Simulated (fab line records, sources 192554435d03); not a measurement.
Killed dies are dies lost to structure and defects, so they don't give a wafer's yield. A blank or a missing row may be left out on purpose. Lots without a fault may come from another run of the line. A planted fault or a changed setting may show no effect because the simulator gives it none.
fab line records | flow n5_finfet
record lots=7 wafers=21
route steps=1938 shown BEOL_M12@1616 BEOL_M13@1665 BEOL_M14@1722 BEOL_M15@1779
start_h: hours from the record's first day to the start of the lot's first wafer shown | wait_h: hours since the lot's step before | " the same as in the row above | L1.1+2: a row that stands for several wafers | - no value, or no start given | * or withheld: withheld | < > ~ a bound
route shown NAME@n: a module of which the file shows steps, and the number in the route of the first | usual: mean/standard deviation of fault-free wafers | same: alike in all rows | chamber/n: place in a boat | sites: the reading at each site | _std_site: their standard deviation | _edge_site: outer sites' mean less inner sites' | radius_mm: how far each site lies from the wafer's centre | mask NAME#n: copy n | behind: the tool/chamber that last shaped the wafer | hold: why the lot was held/for how many hours/how that ended | device: the transistor (n, p or np) that didn't switch | end of line: the same wafers' tests at the end of the route | a step without rows: its recipe alone | killed: dies lost to structure and defects at the first sort, not the wafer's yield | map: a wafer's dies, x killed, . not, _ none there
set.NAME: the setting as run; set.NAME@STEP: as run at that earlier step | model.NAME: the simulator's own value behind a step, which no gauge read
lots whose settings were changed on purpose; a table a step, a row a wafer
## steps
# step N5_BEOL_M12_ETCH_59
# recipe chemistry=N2/H2 target=BARC target_depth_a=890 overetch_a=267 time_s=67.9 ion_energy_ev=200 pressure_mtorr=30 source_w=840 bias_w=150 n2_flow_sccm=200 h2_flow_sccm=200
# columns lot.wafer tool chamber start_h wait_h set.h2_flow_sccm
L075.1+3 rie_diel-04 1,3 239.67 0.0 200
L075.5 " 3 " " 209.4
L082.1+4+5 rie_diel-04 2,0,2 285.12 0.0 200
L081.4+5+6 rie_diel-02 1,2,1 287.15 0.0 200
L085.2+4+6 rie_diel-01 1,0,0 298.08 0.0 200
L086.4+5 rie_diel-02 0,2 319.47 0.0 213.5
L086.6 " 1 " " 200
L089.4 rie_diel-01 0 328.62 0.0 200
L089.5+6 " 2,1 " " 185.1
L097.1+2+3 rie_diel-02 0,2,1 383.56 0.0 185.6
# step N5_BEOL_M12_VIA_ETCH_16
# recipe chemistry=C4F8/O2/Ar target=SiOC pressure_mtorr=30 source_w=3000 bias_w=700 Ar_flow_sccm=400 C4F8_flow_sccm=15 O2_flow_sccm=8 he_inner_torr=15 he_outer_torr=30 target_depth_a=7248 time_s=withheld ion_energy_ev=250 ends=cleared
# step N5_BEOL_M12_STRIP_63
# recipe chemistry=N2/H2 power_w=1000 temp_c=250 h2_frac=0.65 overash_fraction=0.3 pressure_mtorr=1000 n2_flow_sccm=1750 h2_flow_sccm=3250
# step N5_BEOL_M12_STRIP_71
# recipe chemistry=post_etch_residue_remover time_s=60 temp_c=25 remover_ph=withheld remover_water_wt_pct=withheld remover_fluoride_wt_pct=withheld
# step N5_BEOL_M12_SRD_72
# recipe time_s=30 temp_c=23 rinse_liquid=diw dry=n2_spin spin_rpm=1500 dry_time_s=30
# step N5_BEOL_M12_CD_MEAS_17
# recipe target_cd_nm=140 polarity=opening
# usual cd_nm=139.5/2.1
# columns lot.wafer tool chamber start_h wait_h set.dose_mj@BEOL_M12_EXPOSE_07 cd_nm
L075.1 cd_sem-03 - 240.13 0.0 32.5 146.9
L075.3 " - " " 34.9 151.2
L075.5 " - " " 32.5 142.3
L082.1 cd_sem-03 - 285.58 0.0 32.5 139.7
L082.4 " - " " 32.5 139.9
L082.5 " - " " 32.5 140.4
L081.4 cd_sem-03 - 287.61 0.0 32.5 144.9
L081.5 " - " " 32.5 140.3
L081.6 " - " " 32.5 140.5
L085.2 cd_sem-03 - 298.54 0.0 32.5 141.1
L085.4 " - " " 32.5 141.5
L085.6 " - " " 32.5 140.2
L086.4 cd_sem-02 - 319.95 0.0 32.5 141.4
L086.5 " - " " 31.63 135.9
L086.6 " - " " 32.5 141.5
L089.4 cd_sem-02 - 329.09 0.0 32.5 139.1
L089.5 " - " " 32.5 141.0
L089.6 " - " " 31.08 133.6
L097.1 cd_sem-01 - 384.06 0.0 32.5 137.1
L097.2 " - " " 34.44 144.6
L097.3 " - " " 32.5 136.4
# step N5_BEOL_M13_EXPOSE_07
# recipe mask_id=V12 na=0.93 source_shape=conventional sigma_outer=0.6 polarization=unpolarized attpsm_phase_deg=180 dose_mj=24.8
# columns lot.wafer tool chamber start_h wait_h mask set.dose_mj
L075.1+5 krf_scanner-02 0 244.82 - V12#0 23.02
L075.3 " 0 " " V12#0 24.8
L082.1+4 krf_scanner-02 0 290.23 - V12#0 24.8
L082.5 " 0 " " V12#0 23.22
L081.4+5+6 krf_scanner-02 0 291.33 - V12#0 24.8
L085.2 krf_scanner-02 0 304.12 - V12#0 24.8
L085.4+6 " 0 " " V12#0 23.15
L086.4 krf_scanner-02 0 323.79 - V12#0 26.28
L086.5+6 " 0 " " V12#0 24.8
L089.4+5 krf_scanner-01 0 335.59 - V12#0 26.49
L089.6 " 0 " " V12#0 24.8
L097.1+2+3 krf_scanner-02 0 390.40 - V12#0 24.8
# step N5_BEOL_M13_PEB_08
# recipe peb_temp_c=130 peb_time_s=90
# step N5_BEOL_M13_DEVELOP_09
# recipe develop_time_s=45 rinse_liquid=diw dry=air_spin dev_temp_c=21
# step N5_BEOL_M13_HARDBAKE_14
# recipe temp_c=130 time_s=120
# step N5_BEOL_M13_CD_MEAS_10
# recipe target_cd_nm=190 landing_energy_ev=500 detector=se_inlens polarity=opening
# usual cd_nm=189.9/1.8
# columns lot.wafer tool chamber start_h wait_h set.dose_mj@BEOL_M13_EXPOSE_07 cd_nm
L075.1 cd_sem-03 0 245.00 - 23.02 185.6
L075.3 " 0 " " 24.8 190.2
L075.5 " 0 " " 23.02 183.4
L082.1 cd_sem-03 0 290.41 - 24.8 189.6
L082.4 " 0 " " 24.8 190.7
L082.5 " 0 " " 23.22 182.9
L081.4 cd_sem-03 0 291.49 - 24.8 192.0
L081.5 " 0 " " 24.8 188.7
L081.6 " 0 " " 24.8 188.2
L085.2 cd_sem-03 0 304.29 - 24.8 189.7
L085.4 " 0 " " 23.15 184.0
L085.6 " 0 " " 23.15 184.9
L086.4 cd_sem-03 0 323.95 - 26.28 194.9
L086.5 " 0 " " 24.8 188.1
L086.6 " 0 " " 24.8 189.3
L089.4 cd_sem-03 0 335.75 - 26.49 198.3
L089.5 " 0 " " 26.49 199.7
L089.6 " 0 " " 24.8 190.2
L097.1 cd_sem-01 0 390.57 - 24.8 186.2
L097.2 " 0 " " 24.8 187.1
L097.3 " 0 " " 24.8 186.0
# step N5_BEOL_M13_ETCH_59
# recipe chemistry=N2/H2 target=BARC target_depth_a=890 overetch_a=267 time_s=67.9 ion_energy_ev=200 pressure_mtorr=30 source_w=840 bias_w=150 n2_flow_sccm=200 h2_flow_sccm=200
# columns lot.wafer tool chamber start_h wait_h set.time_s model.coat_of_BEOL_M13_COAT_04.thk_nm
L075.1 rie_diel-05 2 245.15 0.0 82.2 299.6
L075.3 " 1 " " 67.9 316.6
L075.5 " 0 " " 67.9 317.8
L082.1 rie_diel-06 1 290.56 0.0 80.4 304.2
L082.4 " 2 " " 67.9 317.6
L082.5 " 3 " " 80.4 306.6
L081.4 rie_diel-06 1 291.63 0.0 67.9 314.4
L081.5 " 2 " " 67.9 316.8
L081.6 " 3 " " 67.9 317.2
L085.2 rie_diel-03 1 304.41 0.0 74.03 312.2
L085.4 " 0 " " 67.9 319.8
L085.6 " 1 " " 74.03 311.2
L086.4 rie_diel-03 1 324.07 0.0 80.78 305
L086.5 " 0 " " 67.9 319
L086.6 " 1 " " 80.78 305.8
L089.4 rie_diel-06 0 335.87 0.0 67.9 314.2
L089.5 " 2 " " 76.41 308.2
L089.6 " 3 " " 76.41 309.2
L097.1 rie_diel-03 0 390.96 0.0 67.9 317.2
L097.2 " 1 " " 67.9 317
L097.3 " 3 " " 67.9 316
# step N5_BEOL_M13_VIA_ETCH_16
# recipe chemistry=C4F8/O2/Ar target=SiOC pressure_mtorr=30 source_w=3000 bias_w=700 Ar_flow_sccm=400 C4F8_flow_sccm=15 O2_flow_sccm=8 he_inner_torr=15 he_outer_torr=30 target_depth_a=9217 time_s=withheld ion_energy_ev=250 ends=cleared
# columns lot.wafer tool chamber start_h wait_h set.time_s@BEOL_M13_ETCH_59 model.coat_of_BEOL_M13_COAT_04.thk_nm
L075.1 rie_diel-05 2 245.20 0.0 * 57.6
L075.3 " 1 " " * 71.6
L075.5 " 0 " " * 70.6
L082.1 rie_diel-06 1 290.61 0.0 * 59.2
L082.4 " 2 " " * 73.2
L082.5 " 3 " " * 61.2
L081.4 rie_diel-06 1 291.77 0.1 * 64.8
L081.5 " 2 " " * 65.8
L081.6 " 3 " " * 63
L085.2 rie_diel-03 1 304.46 0.0 * 69.6
L085.4 " 0 " " * 74.4
L085.6 " 1 " " * 66
L086.4 rie_diel-03 1 324.12 0.0 * 57.6
L086.5 " 0 " " * 72
L086.6 " 1 " " * 59.8
L089.4 rie_diel-06 0 335.92 0.0 * 62
L089.5 " 2 " " * 58
L089.6 " 3 " " * 62
L097.1 rie_diel-03 0 391.01 0.0 * 67.8
L097.2 " 1 " " * 71
L097.3 " 3 " " * 68
# step N5_BEOL_M13_STRIP_63
# recipe chemistry=N2/H2 power_w=1000 temp_c=250 h2_frac=0.65 overash_fraction=0.3 pressure_mtorr=1000 n2_flow_sccm=1750 h2_flow_sccm=3250
# usual strip_time_to_endpoint_s=27.5/1.2
# columns lot.wafer tool chamber start_h wait_h set.time_s@BEOL_M13_ETCH_59 strip_time_to_endpoint_s
L075.1 plasma_asher-02 0 245.44 - 82.2 24.0
L075.3 " 1 " " 67.9 28.1
L075.5 " 0 " " 67.9 27.8
L082.1 plasma_asher-01 1 290.85 - 80.4 24.4
L082.4 " 1 " " 67.9 28.6
L082.5 " 1 " " 80.4 25.1
L081.4 plasma_asher-01 1 291.92 - 67.9 26.1
L081.5 " 1 " " 67.9 26.4
L081.6 " 0 " " 67.9 25.6
L085.2 plasma_asher-01 0 304.70 - 74.03 27.6
L085.4 " 1 " " 67.9 28.9
L085.6 " 0 " " 74.03 26.4
L086.4 plasma_asher-02 1 324.38 - 80.78 24.0
L086.5 " 0 " " 67.9 28.3
L086.6 " 1 " " 80.78 24.6
L089.4 plasma_asher-02 0 336.17 - 67.9 25.3
L089.5 " 1 " " 76.41 24.1
L089.6 " 0 " " 76.41 25.3
L097.1 plasma_asher-01 1 391.25 - 67.9 27.0
L097.2 " 0 " " 67.9 28.0
L097.3 " 0 " " 67.9 27.1
# step N5_BEOL_M13_STRIP_64
# recipe chemistry=N2/H2 power_w=1000 temp_c=250 h2_frac=0.65 overash_fraction=0.3 pressure_mtorr=withheld n2_flow_sccm=1750 h2_flow_sccm=3250
# step N5_BEOL_M13_STRIP_71
# recipe chemistry=post_etch_residue_remover time_s=60 temp_c=25 remover_ph=withheld remover_water_wt_pct=withheld remover_fluoride_wt_pct=withheld
# step N5_BEOL_M13_SRD_72
# recipe time_s=30 temp_c=23 rinse_liquid=diw dry=n2_spin spin_rpm=1500 dry_time_s=30
# step N5_BEOL_M13_CD_MEAS_17
# recipe target_cd_nm=190 polarity=opening
# usual cd_nm=190.1/2.3
# columns lot.wafer tool chamber start_h wait_h set.dose_mj@BEOL_M13_EXPOSE_07 cd_nm
L075.1 cd_sem-02 - 245.65 0.0 23.02 189.3
L075.3 " - " " 24.8 191.8
L075.5 " - " " 23.02 185.0
L082.1 cd_sem-03 - 291.06 0.0 24.8 192.8
L082.4 " - " " 24.8 192.5
L082.5 " - " " 23.22 185.4
L081.4 cd_sem-03 - 292.11 0.0 24.8 192.9
L081.5 " - " " 24.8 188.8
L081.6 " - " " 24.8 188.0
L085.2 cd_sem-02 - 304.91 0.0 24.8 190.1
L085.4 " - " " 23.15 184.5
L085.6 " - " " 23.15 185.5
L086.4 cd_sem-02 - 324.57 0.0 26.28 196.8
L086.5 " - " " 24.8 187.1
L086.6 " - " " 24.8 190.4
L089.4 cd_sem-02 - 336.37 0.0 26.49 198.9
L089.5 " - " " 26.49 202.7
L089.6 " - " " 24.8 191.6
L097.1 cd_sem-03 - 391.45 0.0 24.8 186.3
L097.2 " - " " 24.8 185.9
L097.3 " - " " 24.8 185.3
# step N5_BEOL_M13_DEP_53
# recipe material=SiCN target_thk_a=500 temp_c=withheld precursor=3MS/NH3 pressure_torr=3 rf_w=675 time_s=17.8
# columns lot.wafer tool chamber start_h wait_h set.time_s model.SiCN_of_BEOL_M13_DEP_53.thk_nm
L075.1 pecvd-01 1 250.92 0.0 16.46 46
L075.3 " 2 " " 16.46 45.8
L075.5 " 2 " " 17.8 50.4
L082.1+4 pecvd-01 2 294.16 0.0 17.8 48.8
L082.5 " 1 " " 16.81 46.8
L081.4 pecvd-03 0 297.71 0.0 17.8 50.2
L081.5 " 1 " " 17.8 51.4
L081.6 " 2 " " 17.8 50.8
L085.2 pecvd-03 1 311.31 0.0 17.8 49.6
L085.4 " 1 " " 17.8 50.6
L085.6 " 0 " " 17.8 50
L086.4 pecvd-01 1 328.20 0.0 17.8 50.6
L086.5 " 0 " " 19.01 53.2
L086.6 " 2 " " 19.01 53
L089.4+5 pecvd-01 0,2 340.22 0.0 18.97 53.2
L089.6 " 1 " " 17.8 50
L097.1 pecvd-01 2 399.35 0.0 15.78 43.4
L097.2 " 1 " " 15.78 43.6
L097.3 " 0 " " 17.8 49.4
# step N5_BEOL_M14_EXPOSE_07
# recipe mask_id=V13 na=0.8 source_shape=annular sigma_inner=0.5 sigma_outer=0.8 polarization=unpolarized attpsm_phase_deg=180 dose_mj=57
# columns lot.wafer tool chamber start_h wait_h mask set.dose_mj
L075.1 krf_scanner-01 0 251.50 - V13#0 52.94
L075.3+5 " 0 " " V13#0 57
L082.1 krf_scanner-02 0 294.61 - V13#0 57
L082.4+5 " 0 " " V13#0 59.37
L081.4+5+6 krf_scanner-01 0 298.29 - V13#0 57
L085.2+4+6 krf_scanner-01 0 311.76 - V13#0 57
L086.4+5+6 krf_scanner-01 0 328.65 - V13#0 57
L089.4+5+6 krf_scanner-02 0 340.67 - V13#0 57
L097.1 krf_scanner-01 0 399.92 - V13#0 53.58
L097.2+3 " 0 " " V13#0 57
# step N5_BEOL_M14_PEB_08
# recipe peb_temp_c=130 peb_time_s=90
# step N5_BEOL_M14_DEVELOP_09
# recipe develop_time_s=45 rinse_liquid=diw dry=air_spin dev_temp_c=21
# step N5_BEOL_M14_HARDBAKE_14
# recipe temp_c=130 time_s=120
# step N5_BEOL_M14_CD_MEAS_10
# recipe target_cd_nm=250 landing_energy_ev=500 detector=se_inlens polarity=opening
# usual cd_nm=248.9/2
# columns lot.wafer tool chamber start_h wait_h set.dose_mj@BEOL_M14_EXPOSE_07 cd_nm
L075.1 cd_sem-03 0 251.67 - 52.94 238.1
L075.3 " 0 " " 57 247.8
L075.5 " 0 " " 57 244.8
L082.1 cd_sem-02 0 294.79 - 57 249.3
L082.4 " 0 " " 59.37 259.0
L082.5 " 0 " " 59.37 258.2
L081.4 cd_sem-02 0 298.45 - 57 249.8
L081.5 " 0 " " 57 251.2
L081.6 " 0 " " 57 247.7
L085.2 cd_sem-02 0 311.93 - 57 251.8
L085.4 " 0 " " 57 250.7
L085.6 " 0 " " 57 248.2
L086.4 cd_sem-03 0 328.81 - 57 250.2
L086.5 " 0 " " 57 252.2
L086.6 " 0 " " 57 249.5
L089.4 cd_sem-03 0 340.84 - 57 247.8
L089.5 " 0 " " 57 249.2
L089.6 " 0 " " 57 252.1
L097.1 cd_sem-03 0 400.10 - 53.58 241.6
L097.2 " 0 " " 57 249.8
L097.3 " 0 " " 57 253.4
# step N5_BEOL_M14_STRIP_71
# recipe chemistry=post_etch_residue_remover time_s=60 temp_c=25 remover_ph=withheld remover_water_wt_pct=withheld remover_fluoride_wt_pct=withheld
# step N5_BEOL_M14_SRD_72
# recipe time_s=30 temp_c=23 rinse_liquid=diw dry=n2_spin spin_rpm=1500 dry_time_s=30
# step N5_BEOL_M14_CD_MEAS_17
# recipe target_cd_nm=250 polarity=opening
# usual cd_nm=249.7/2.3
# columns lot.wafer tool chamber start_h wait_h set.dose_mj@BEOL_M14_EXPOSE_07 cd_nm
L075.1 cd_sem-01 - 252.25 0.0 52.94 238.1
L075.3 " - " " 57 248.5
L075.5 " - " " 57 245.2
L082.1 cd_sem-03 - 295.31 0.0 57 251.8
L082.4 " - " " 59.37 259.7
L082.5 " - " " 59.37 258.6
L081.4 cd_sem-02 - 298.97 0.0 57 248.7
L081.5 " - " " 57 250.1
L081.6 " - " " 57 248.1
L085.2 cd_sem-02 - 312.46 0.0 57 252.9
L085.4 " - " " 57 252.4
L085.6 " - " " 57 250.2
L086.4 cd_sem-02 - 329.34 0.0 57 252.1
L086.5 " - " " 57 255.0
L086.6 " - " " 57 250.5
L089.4 cd_sem-02 - 342.04 0.0 57 248.4
L089.5 " - " " 57 249.7
L089.6 " - " " 57 252.0
L097.1 cd_sem-02 - 400.63 0.0 53.58 243.5
L097.2 " - " " 57 250.9
L097.3 " - " " 57 255.0
# step N5_BEOL_M14_DEP_53
# recipe material=SiCN target_thk_a=500 temp_c=withheld precursor=3MS/NH3 pressure_torr=3 rf_w=675 time_s=17.8
# columns lot.wafer tool chamber start_h wait_h set.time_s model.SiCN_of_BEOL_M14_DEP_53.thk_nm
L075.1 pecvd-02 2 257.02 0.0 19.63 54.8
L075.3 " 2 " " 17.8 50.6
L075.5 " 1 " " 17.8 50.2
L082.1 pecvd-01 1 298.91 0.0 17.8 49.6
L082.4 " 2 " " 17.8 51.8
L082.5 " 0 " " 17.8 50.2
L081.4 pecvd-01 2 305.71 0.0 17.8 51
L081.5 " 0 " " 17.8 49.4
L081.6 " 1 " " 17.8 49.8
L085.2 pecvd-01 0 316.39 0.0 17.8 48.6
L085.4 " 2 " " 17.8 50.8
L085.6 " 1 " " 17.8 50
L086.4+6 pecvd-02 1,2 335.21 0.0 17.8 50.2
L086.5 " 0 " " 17.8 49.8
L089.4 pecvd-01 2 345.67 0.0 17.8 51
L089.5+6 " 1,0 " " 17.8 50
L097.1 pecvd-02 2 405.26 0.0 20.41 56.8
L097.2 " 0 " " 17.8 48.4
L097.3 " 1 " " 17.8 50
# step N5_BEOL_M15_EXPOSE_07
# recipe mask_id=V14 na=0.8 source_shape=annular sigma_inner=0.5 sigma_outer=0.8 polarization=unpolarized attpsm_phase_deg=180 dose_mj=41.25
# columns lot.wafer tool chamber start_h wait_h mask set.dose_mj
L075.1+3+5 krf_scanner-02 0 257.55 - V14#0 43.44
L082.1+4 krf_scanner-02 0 299.55 - V14#0 38.73
L082.5 " 0 " " V14#0 41.25
L081.4+5+6 krf_scanner-01 0 306.35 - V14#0 41.25
L085.2+4 krf_scanner-01 0 316.90 - V14#0 38.77
L085.6 " 0 " " V14#0 41.25
L086.4+5 krf_scanner-01 0 335.72 - V14#0 41.25
L086.6 " 0 " " V14#0 40.46
L089.4+6 krf_scanner-02 0 346.18 - V14#0 41.25
L089.5 " 0 " " V14#0 43.89
L097.1+2+3 krf_scanner-01 0 405.90 - V14#0 41.25
# step N5_BEOL_M15_PEB_08
# recipe peb_temp_c=130 peb_time_s=90
# step N5_BEOL_M15_DEVELOP_09
# recipe develop_time_s=45 rinse_liquid=diw dry=air_spin dev_temp_c=21
# step N5_BEOL_M15_HARDBAKE_14
# recipe temp_c=130 time_s=120
# step N5_BEOL_M15_CD_MEAS_10
# recipe target_cd_nm=360 landing_energy_ev=500 detector=se_inlens polarity=opening
# usual cd_nm=359.1/1.7
# columns lot.wafer tool chamber start_h wait_h set.dose_mj@BEOL_M15_EXPOSE_07 cd_nm
L075.1 cd_sem-03 0 257.72 - 43.44 365.9
L075.3 " 0 " " 43.44 364.9
L075.5 " 0 " " 43.44 364.7
L082.1 cd_sem-03 0 299.72 - 38.73 348.5
L082.4 " 0 " " 38.73 346.5
L082.5 " 0 " " 41.25 360.3
L081.4 cd_sem-02 0 306.51 - 41.25 359.5
L081.5 " 0 " " 41.25 358.2
L081.6 " 0 " " 41.25 358.9
L085.2 cd_sem-03 0 317.07 - 38.77 351.1
L085.4 " 0 " " 38.77 353.4
L085.6 " 0 " " 41.25 361.5
L086.4 cd_sem-02 0 335.88 - 41.25 359.7
L086.5 " 0 " " 41.25 357.8
L086.6 " 0 " " 40.46 355.5
L089.4 cd_sem-02 0 346.34 - 41.25 360.1
L089.5 " 0 " " 43.89 372.0
L089.6 " 0 " " 41.25 358.0
L097.1 cd_sem-03 0 406.07 - 41.25 357.6
L097.2 " 0 " " 41.25 359.3
L097.3 " 0 " " 41.25 357.8
# step N5_BEOL_M15_STRIP_65
# recipe chemistry=post_etch_residue_remover time_s=60 temp_c=25 remover_ph=withheld remover_water_wt_pct=withheld remover_fluoride_wt_pct=withheld
# step N5_BEOL_M15_SRD_66
# recipe time_s=30 temp_c=23 rinse_liquid=diw dry=n2_spin spin_rpm=1500 dry_time_s=30
# step N5_BEOL_M15_CD_MEAS_17
# recipe target_cd_nm=360 polarity=opening
# usual cd_nm=359.5/1.9
# columns lot.wafer tool chamber start_h wait_h set.dose_mj@BEOL_M15_EXPOSE_07 cd_nm
L075.1 cd_sem-01 - 258.32 0.0 43.44 366.9
L075.3 " - " " 43.44 365.7
L075.5 " - " " 43.44 366.9
L082.1 cd_sem-03 - 300.65 0.0 38.73 349.4
L082.4 " - " " 38.73 348.2
L082.5 " - " " 41.25 360.6
L081.4 cd_sem-02 - 307.31 0.0 41.25 360.0
L081.5 " - " " 41.25 358.1
L081.6 " - " " 41.25 360.7
L085.2 cd_sem-02 - 317.66 0.0 38.77 351.7
L085.4 " - " " 38.77 353.6
L085.6 " - " " 41.25 362.7
L086.4 cd_sem-02 - 336.53 0.0 41.25 358.6
L086.5 " - " " 41.25 359.0
L086.6 " - " " 40.46 354.3
L089.4 cd_sem-03 - 346.93 0.0 41.25 360.5
L089.5 " - " " 43.89 373.1
L089.6 " - " " 41.25 359.1
L097.1 cd_sem-01 - 406.67 0.0 41.25 358.1
L097.2 " - " " 41.25 357.3
L097.3 " - " " 41.25 358.4
## key
split step=N5_BEOL_M12_ETCH_59 setting=h2_flow_sccm stated=200 by=wafer
response none clear
split step=N5_BEOL_M13_EXPOSE_07 setting=dose_mj stated=24.8 by=wafer
response step=N5_BEOL_M13_CD_MEAS_10 reading=cd_nm change=+1 per=1% r=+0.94
response step=N5_BEOL_M13_CD_MEAS_17 reading=cd_nm change=+1.03 per=1% r=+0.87
split step=N5_BEOL_M13_ETCH_59 setting=time_s stated=67.9 by=wafer
response step=N5_BEOL_M13_ETCH_59 reading=model.coat_of_BEOL_M13_COAT_04.thk_nm change=-0.721 per=1% r=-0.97
response step=N5_BEOL_M13_VIA_ETCH_16 reading=model.coat_of_BEOL_M13_COAT_04.thk_nm change=-0.623 per=1% r=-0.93
response step=N5_BEOL_M13_STRIP_63 reading=strip_time_to_endpoint_s change=* per=1% r=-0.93
split step=N5_BEOL_M13_DEP_53 setting=time_s stated=17.8 by=wafer
response step=N5_BEOL_M13_DEP_53 reading=model.SiCN_of_BEOL_M13_DEP_53.thk_nm change=+0.49 per=1% r=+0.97
split step=N5_BEOL_M14_EXPOSE_07 setting=dose_mj stated=57 by=wafer
response step=N5_BEOL_M14_CD_MEAS_10 reading=cd_nm change=+1.51 per=1% r=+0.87
response step=N5_BEOL_M14_CD_MEAS_17 reading=cd_nm change=+1.43 per=1% r=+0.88
split step=N5_BEOL_M14_DEP_53 setting=time_s stated=17.8 by=wafer
response step=N5_BEOL_M14_DEP_53 reading=model.SiCN_of_BEOL_M14_DEP_53.thk_nm change=+0.489 per=1% r=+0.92
split step=N5_BEOL_M15_EXPOSE_07 setting=dose_mj stated=41.25 by=wafer
response step=N5_BEOL_M15_CD_MEAS_10 reading=cd_nm change=+1.89 per=1% r=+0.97
response step=N5_BEOL_M15_CD_MEAS_17 reading=cd_nm change=+1.92 per=1% r=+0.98
split outside_this_file step=N5_BEOL_M12_EXPOSE_07 setting=dose_mj
# split outside_this_file: this setting was split too, and the file shows its column; the key of that split is in another file
